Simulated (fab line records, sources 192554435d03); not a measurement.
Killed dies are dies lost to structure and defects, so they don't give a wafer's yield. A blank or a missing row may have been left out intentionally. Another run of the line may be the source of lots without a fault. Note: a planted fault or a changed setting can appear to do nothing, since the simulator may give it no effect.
Problem report in the 8D (eight disciplines) form, filled by code ; flow n5 finfet ; the parts of the form that need people (team, actions taken, sign-off) are left out

1. THE PROBLEM
run length s at N5_MOL_CONTACT_COAG_ETCH_91 reads a mean of 166.0 s on 4 wafers of 3 lots; wafers without a fault read 124.4 s with a standard deviation of 0.48. Relative to the usual mean, that is a shift of +87 standard deviations.
The step: etches SOC in N2/H2, target depth 60 nm, overetch 21 nm, time 101.2 s.
Seen first at day 9 09:54 on rie diel-02, wafer L610.3. At this step, 19 wafers from 7 lots have a number in the record. By rule, "out" or "out of limits" means more than 4 standard deviations away from the usual mean. Any other wafer with a number is counted as sound.

2. WHAT IT IS AND WHAT IT IS NOT
question;is;is not
which readings at this step;run length s;drypump motor current A, h2 flow sccm, n2 flow sccm, rf vpp V, showerhead plenum p Torr, throttle valve pct
which lots;L610, L611, L612;L598, L600, L614, L618
which wafers of those lots;L610.3, L611.3, L611.6, L612.3;L610.5, L611.1, L612.1
read on which tools;rie diel-02;rie diel-05, rie diel-06
when;from day 9 09:54;"up to then (7 sound wafers); but 8 sound wafers of L611, L612, L614, L618 came after"

3. THE SUSPECTS, EACH WITH WHAT RULES IT OUT
Counting: if a tool at a process step up to the reading ran every lot that is out, it stays a suspect. Sound lots after the first of them don't rule it out here, since some wafers of a struck lot are sound.
- rie diel-02 at N5_MOL_CONTACT_COAG_ETCHBACK_132 (etches SiO2 in CHF3, target depth 10 nm, time 6.7 s): kept. Every lot that is out went through it, the first being L610 (day 9 09:52); the last sound lot it ran before that was L600 (day 6 06:00).
- rie diel-02 at N5_MOL_CONTACT_COAG_ETCH_91 (etches SOC in N2/H2, target depth 60 nm, overetch 21 nm, time 101.2 s): kept. Every lot that is out went through it, the first being L610 (day 9 09:54); the last sound lot it ran before that was L600 (day 6 06:02). Its own readings are out on those wafers: run length s.
The count leaves rie diel-02 at N5_MOL_CONTACT_COAG_ETCH_91 and rie diel-02 at N5_MOL_CONTACT_COAG_ETCHBACK_132.

4. THE CAUSE (what the simulator had put in)
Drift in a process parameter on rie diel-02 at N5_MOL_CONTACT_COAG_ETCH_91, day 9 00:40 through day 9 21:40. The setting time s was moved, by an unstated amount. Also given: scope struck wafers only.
Of the 2 suspects that counting leaves, this tool is one.

5. SEQUENCE OF EFFECTS, ordered by route
Rows list readings where the struck wafers' mean (over those with a number) sits beyond 3 standard deviations from the usual. Only readings for which the record gives a usual standard deviation are gone through. hours: the time from each lot's start at the first step in this table that gives one to its start at this step, as a median over the lots. sigmas: the change in usual standard deviations.
hours;step;reading;usual;on struck wafers;change;sigmas
0;N5_MOL_CONTACT_COAG_ETCH_91;run length s;124.4 s;166.0;+41.6;+87
The process steps in it:
- N5_MOL_CONTACT_COAG_ETCH_91: etches SOC in N2/H2, target depth 60 nm, overetch 21 nm, time 101.2 s.
Later steps that measure or inspect, where all struck wafers having a row at the step show a number for every such reading and not one has moved that far: N5_BEOL_M4_RC_MEAS_101.

6. HOW IT WOULD HAVE BEEN CAUGHT EARLIER
In this record no reading fell out of limits until day 9 09:54, 9 hours after the fault had begun at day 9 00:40.
